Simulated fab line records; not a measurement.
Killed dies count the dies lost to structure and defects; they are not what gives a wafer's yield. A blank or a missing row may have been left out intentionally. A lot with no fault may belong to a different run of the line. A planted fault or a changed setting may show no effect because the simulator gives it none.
Matching of chambers / flow n5_finfet / N5_FIN_CUT_STRIP_22 on rie_diel-03: 4 sister chambers
The step strips in N2/H2. 14 wafers are shown with their chamber, then 7 later ones without.

== WAFERS WITH THEIR CHAMBER ==
wafer=L074.2; chamber=3; showerhead_plenum_p_Torr (Torr)=3.49; throttle_valve_pct (%)=19.02; drypump_motor_current_A (A)=5.5
wafer=L074.3; chamber=1; showerhead_plenum_p_Torr (Torr)=3.45; throttle_valve_pct (%)=19.20; drypump_motor_current_A (A)=5.7
wafer=L074.6; chamber=2; showerhead_plenum_p_Torr (Torr)=3.33; throttle_valve_pct (%)=18.66; drypump_motor_current_A (A)=6.6
wafer=L075.1; chamber=3; showerhead_plenum_p_Torr (Torr)=3.49; throttle_valve_pct (%)=19.02; drypump_motor_current_A (A)=5.4
wafer=L075.3; chamber=2; showerhead_plenum_p_Torr (Torr)=3.33; throttle_valve_pct (%)=18.69; drypump_motor_current_A (A)=6.6
wafer=L075.5; chamber=0; showerhead_plenum_p_Torr (Torr)=3.48; throttle_valve_pct (%)=19.40; drypump_motor_current_A (A)=6.5
wafer=L076.2; chamber=1; showerhead_plenum_p_Torr (Torr)=3.45; throttle_valve_pct (%)=19.22; drypump_motor_current_A (A)=5.6
wafer=L076.5; chamber=1; showerhead_plenum_p_Torr (Torr)=3.45; throttle_valve_pct (%)=19.22; drypump_motor_current_A (A)=5.7
wafer=L076.6; chamber=2; showerhead_plenum_p_Torr (Torr)=3.32; throttle_valve_pct (%)=18.70; drypump_motor_current_A (A)=6.6
wafer=L078.2; chamber=1; showerhead_plenum_p_Torr (Torr)=3.45; throttle_valve_pct (%)=19.22; drypump_motor_current_A (A)=5.7
wafer=L078.3; chamber=2; showerhead_plenum_p_Torr (Torr)=3.32; throttle_valve_pct (%)=18.67; drypump_motor_current_A (A)=6.6
wafer=L078.6; chamber=3; showerhead_plenum_p_Torr (Torr)=3.49; throttle_valve_pct (%)=19.04; drypump_motor_current_A (A)=5.4
wafer=L080.1; chamber=2; showerhead_plenum_p_Torr (Torr)=3.32; throttle_valve_pct (%)=18.70; drypump_motor_current_A (A)=6.6
wafer=L080.4; chamber=1; showerhead_plenum_p_Torr (Torr)=3.45; throttle_valve_pct (%)=19.23; drypump_motor_current_A (A)=5.7

SIGNATURES, as means of the wafers listed above
reading=showerhead_plenum_p_Torr; chamber 0=3.4800; chamber 1=3.4500; chamber 2=3.3240; chamber 3=3.4900; scatter within a chamber=0.00346
reading=throttle_valve_pct; chamber 0=19.4000; chamber 1=19.2180; chamber 2=18.6840; chamber 3=19.0267; scatter within a chamber=0.0144
reading=drypump_motor_current_A; chamber 0=6.500; chamber 1=5.680; chamber 2=6.600; chamber 3=5.433; scatter within a chamber=0.0383
Rule: for a wafer and a chamber, the distance is found by dividing, reading by reading, the gap between the wafer's reading and the chamber's mean by the reading's scatter, squaring, summing and taking the root. If the next closest chamber is less than 2 further off than the closest, the wafer can't be placed; otherwise it belongs to the closest. The scatter: the root of (the sum of the squares of (reading less its chamber's mean) over the shown wafers, divided by (wafers less chambers)).

== WAFERS WITHOUT THEIR CHAMBER ==
wafer=L080.5; showerhead_plenum_p_Torr (Torr)=3.32; throttle_valve_pct (%)=18.70; drypump_motor_current_A (A)=6.6
wafer=L082.1; showerhead_plenum_p_Torr (Torr)=3.32; throttle_valve_pct (%)=18.70; drypump_motor_current_A (A)=6.6
wafer=L082.2; showerhead_plenum_p_Torr (Torr)=3.48; throttle_valve_pct (%)=19.44; drypump_motor_current_A (A)=6.5
wafer=L082.4; showerhead_plenum_p_Torr (Torr)=3.45; throttle_valve_pct (%)=19.27; drypump_motor_current_A (A)=5.7
wafer=L094.3; showerhead_plenum_p_Torr (Torr)=3.47; throttle_valve_pct (%)=19.11; drypump_motor_current_A (A)=5.4
wafer=L094.5; showerhead_plenum_p_Torr (Torr)=3.46; throttle_valve_pct (%)=19.47; drypump_motor_current_A (A)=6.5
wafer=L094.6; showerhead_plenum_p_Torr (Torr)=3.47; throttle_valve_pct (%)=19.11; drypump_motor_current_A (A)=5.4

== THE CHAMBER EACH PASSED THROUGH ==
wafer=L080.5; from the rows above=2; in truth=2
wafer=L082.1; from the rows above=2; in truth=2
wafer=L082.2; from the rows above=0; in truth=0
wafer=L082.4; from the rows above=1; in truth=1
wafer=L094.3; from the rows above=3; in truth=3
wafer=L094.5; from the rows above=0; in truth=0
wafer=L094.6; from the rows above=3; in truth=3
7 of 7 placed correctly. Can't be placed from these rows: 0. 0 placed wrongly.
